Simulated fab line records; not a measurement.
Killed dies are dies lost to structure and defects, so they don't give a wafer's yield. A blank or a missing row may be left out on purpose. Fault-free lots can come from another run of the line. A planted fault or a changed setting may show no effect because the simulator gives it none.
Struck lot and sound lot, side by side || flow n5Finfet || 43 out of 1938 route steps
Sound: these wafers, L804.2, L804.3, L804.5. Struck: wafer L816.4 (left out: L816.5, L816.6 of the same lot, which were not struck); the cause appears at the end.
Each step with rows lists, per side, the tool, then ch with its chambers, then its first start. Under that, the readings that differ: sound wafers || struck wafers || difference of the means || sigmas: that difference in standard deviations of wafers without a fault.
alike: readings whose means differ by less than 2 such deviations, and words and numbers that are the same on both sides. not compared: withheld readings, readings that some wafer has no value for, bounds like >300 that may hide the same value, and numbers for which the record gives no deviation and whose values overlap.
The two part at a step that has a row with sigmas, a row that says differs or no value, or rows on one side only. Numbers that don't overlap but have no deviation are shown without sigmas and don't part them. A reading that every wafer of one side lacks parts them only if that side has two wafers or more.

first, 11 steps without rows for these wafers: N5_BEOL_M4_DESCUM_33 (chemistry O2, time 7 s); N5_BEOL_M4_ETCH_77 (etches underlayer in N2/H2, target depth 6.5 nm, time 5.2 s); N5_BEOL_M4_ETCH_69 (etches SiARC in CF4, target depth 15.6 nm, time 26 s); N5_BEOL_M4_ALD_98 (deposits SiO2, target thk 2.5 nm, pulse time 1 s, co reactant pulse time 1 s); N5_BEOL_M4_ETCHBACK_99 (etches SiO2 in CHF3, target depth 5 nm, time 10.4 s); N5_BEOL_M4_ETCH_70 (etches SOC in N2/H2, target depth 80 nm, overetch 24 nm, time 130 s); N5_BEOL_M4_STRIP_71 (strips in N2/H2); N5_BEOL_M4_STRIP_78 (strips in N2/H2); N5_BEOL_M4_VIA_ETCH_34 (etches the open film in C4F6/O2, target depth 69.4 nm, time 65.9 s); N5_BEOL_M4_STRIP_83 (strips in C4F6/O2); N5_BEOL_M4_STRIP_36 (strips in N2/H2).
N5_BEOL_M4_TRENCH_ETCH_37: etches SiOC in C4F6/O2, target depth 55.555 nm, time 29.2 s.
  sound on rieDiel-03 ch 0,2,3, day 7 17:45; struck on rieDiel-03 ch 2, day 10 16:29
{"reading": "drypumpMotorCurrentA (A)", "sound": "6.2 5.1 5.3", "struck": 6.3, "difference": "+0.8", "sigmas": "+2"}
{"reading": "runLengthS (s)", "sound": "52.2 52.1 52.8", "struck": 50.1, "difference": -2.3, "sigmas": -5}
{"reading": "model.etch.depthNm (nm)", "sound": "53.13 54.32 53.94", "struck": 49.58, "difference": -4.22, "sigmas": ""}
{"reading": "model.BEOL_M4.featureDepthNm (nm)", "sound": "53.2 54.4 54", "struck": 49.6, "difference": -4.3, "sigmas": ""}
  alike: oes_f_703_au, oesProductAu, rfVppV, showerheadPlenumPTorr, throttleValvePct
  not compared: rfHoursCounterH
then, 2 steps without rows for these wafers: N5_BEOL_M4_ETCH_41 (etches SiCN in CH3F/O2, target depth 29.9 nm, time 52.5 s); N5_BEOL_M4_STRIP_97 (strips in N2/H2, time 10 s).
N5_BEOL_M4_OCD_MEAS_38:
  sound on ocd-02, day 7 17:55; struck on ocd-02, day 10 16:38
{"reading": "trenchDepthNm (nm)", "sound": "53.4 54.3 54.0", "struck": 49.4, "difference": -4.5, "sigmas": -4}
then, 25 steps without rows for these wafers: N5_BEOL_M4_HM_STRIP_39 (strips TiN in peroxide tin strip, target depth 25 nm, time 158 s); N5_BEOL_M4_SRD_40 (time 30 s); N5_BEOL_M4_PRECLEAN_42 (cleans in residue remover, time 60 s); N5_BEOL_M4_SRD_43 (time 30 s); N5_BEOL_M4_DEGAS_44 (time 60 s); N5_BEOL_M4_PRE_CLEAN_45 (time 30 s); N5_BEOL_M4_ALD_84 (deposits TaN, pulse time 2 s, purge time 3 s, co reactant purge time 2 s); N5_BEOL_M4_SURFACE_TREAT_85; N5_BEOL_M4_CVD_47 (deposits Co from CCTBA/H2, target thk 3 nm, time 223.8 s); N5_BEOL_M4_SPUTTER_48 (material Cu, target thk 4.5 nm, time 8.29 s); N5_BEOL_M4_ANNEAL_49 (time 240 s); N5_BEOL_M4_SPUTTER_79 (material Cu, target thk 4.5 nm, time 8.29 s); N5_BEOL_M4_ANNEAL_80 (time 240 s); N5_BEOL_M4_SPUTTER_81 (material Cu, target thk 4.5 nm, time 8.29 s); N5_BEOL_M4_ANNEAL_82 (time 240 s); N5_BEOL_M4_SPUTTER_86 (material Cu, target thk 4.5 nm, time 8.29 s); N5_BEOL_M4_ANNEAL_87 (time 240 s); N5_BEOL_M4_SPUTTER_88 (material Cu, target thk 4.5 nm, time 8.29 s); N5_BEOL_M4_ANNEAL_89 (time 240 s); N5_BEOL_M4_SPUTTER_90 (material Cu, target thk 4.5 nm, time 8.29 s); N5_BEOL_M4_ANNEAL_91 (time 240 s); N5_BEOL_M4_SPUTTER_92 (material Cu, target thk 4.5 nm, time 8.29 s); N5_BEOL_M4_ANNEAL_93 (time 240 s); N5_BEOL_M4_SPUTTER_94 (material Cu, target thk 4.5 nm, time 8.29 s); N5_BEOL_M4_ANNEAL_95 (time 240 s).
N5_BEOL_M4_CMP_52: polishes, stops on SiOC, t overpolish 6.8 s, target thk 40 nm.
  sound on cmp-01 ch 0,1,2, day 7 21:37; struck on cmp-04 ch 0, day 10 20:48
{"reading": "model.Cu_of_BEOL_M4_ECD_50.thkNm (nm)", "sound": "40.2 39.8 38", "struck": 34.4, "difference": -4.9, "sigmas": ""}
  alike: barrierFieldEndpointS, clearingPlatenRpm, motorCurrentA, overpolishRunS, timeToEndpointS
N5_BEOL_M4_RS_MEAS_58: measures by four-point-probe.
  sound on filmMetro-02, day 7 22:11; struck on filmMetro-01, day 10 21:22
{"reading": "M4_RS (ohm/sq)", "sound": "0.67 0.67 0.71", "struck": 0.82, "difference": "+0.14", "sigmas": "+4"}
N5_BEOL_M4_RC_MEAS_101:
  sound on prober-01 ch 0, day 7 22:24; struck on prober-01 ch 0, day 10 21:52
{"reading": "DIBL_N (mV/V)", "sound": "34.2 33.8 34.9", "struck": 37.7, "difference": "+3.4", "sigmas": "+2"}
  alike: DIBL_P, IOFF_N, IOFF_P, ION_N, ION_P, SS_N, SS_P, VT_N, VT_P

== WHERE THEY PART ==
Earliest at N5_BEOL_M4_TRENCH_ETCH_37; latest, in this record, at N5_BEOL_M4_RC_MEAS_101.

WHY: whatever the simulator had introduced
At N5_BEOL_M4_TRENCH_ETCH_37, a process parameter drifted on rieDiel-03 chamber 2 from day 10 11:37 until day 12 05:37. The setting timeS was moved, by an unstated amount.
